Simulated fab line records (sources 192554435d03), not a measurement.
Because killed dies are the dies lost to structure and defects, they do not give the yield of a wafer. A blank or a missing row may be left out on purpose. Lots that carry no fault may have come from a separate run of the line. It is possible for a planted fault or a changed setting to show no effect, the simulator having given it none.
Chamber matching | flow n5 finfet | N5_HKMG_FIN_ALD_91 on ald metal-02 has 4 sister chambers
The step deposits TiN, target thk 1 nm, pulse time 1 s, purge time 3 s. 16 wafers are shown with their chamber, then 8 later ones without.

## WAFERS, EACH WITH ITS CHAMBER
wafer  | chamber | heater power w (W) | precursor pulse height rel
L075.2 | 1       | 947                | 1.013
L075.4 | 0       | 981                | 0.999
L075.6 | 0       | 959                | 1.010
L076.3 | 0       | 962                | 1.020
L076.4 | 1       | 942                | 1.015
L076.6 | 1       | 945                | 1.014
L078.1 | 1       | 924                | 1.020
L078.2 | 3       | 715                | 0.966
L078.5 | 2       | 865                | 1.015
L084.2 | 2       | 873                | 0.984
L084.3 | 1       | 976                | 1.001
L084.6 | 1       | 930                | 1.004
L086.2 | 3       | 725                | 1.038
L086.3 | 1       | 971                | 1.017
L086.6 | 2       | 883                | 1.034
L089.1 | 2       | 880                | 0.988

SIGNATURES (means of the wafers above)
reading                    | chamber 0 | chamber 1 | chamber 2 | chamber 3 | scatter within a chamber
heater power w             | 967.33    | 947.86    | 875.25    | 720.00    | 15.2
precursor pulse height rel | 1.00967   | 1.01200   | 1.00525   | 1.00200   | 0.0199
Rule: for a wafer and a chamber, the distance is found by dividing, reading by reading, the gap between the wafer's reading and the chamber's mean by the reading's scatter, squaring, summing and taking the root. The wafer belongs to the nearest chamber; if the next one is less than 2 further off, it can't be placed. How the scatter is found: for the shown wafers, subtract from each reading the mean of its chamber, square and add these, divide the total by (wafers less chambers), then take the root.

## WAFERS WITHOUT THEIR CHAMBER
wafer  | heater power w (W) | precursor pulse height rel
L089.2 | 960                | 0.969
L089.6 | 878                | 1.039
L093.2 | 957                | 1.020
L093.5 | 717                | 0.977
L093.6 | 978                | 0.983
L096.3 | 862                | 0.979
L096.4 | 967                | 1.013
L096.5 | 932                | 1.028

## EACH ONE'S CHAMBER
wafer  | from the rows above     | in truth
L089.2 | can't be placed: 0 or 1 | 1
L089.6 | 2                       | 2
L093.2 | can't be placed: 1 or 0 | 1
L093.5 | 3                       | 3
L093.6 | can't be placed: 0 or 1 | 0
L096.3 | 2                       | 2
L096.4 | can't be placed: 0 or 1 | 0
L096.5 | can't be placed: 1 or 0 | 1
Correct placement for 3 of the 8. Cannot be placed on the basis of these rows: 5; the candidates contain the true chamber in 5. Wrongly placed: 0.
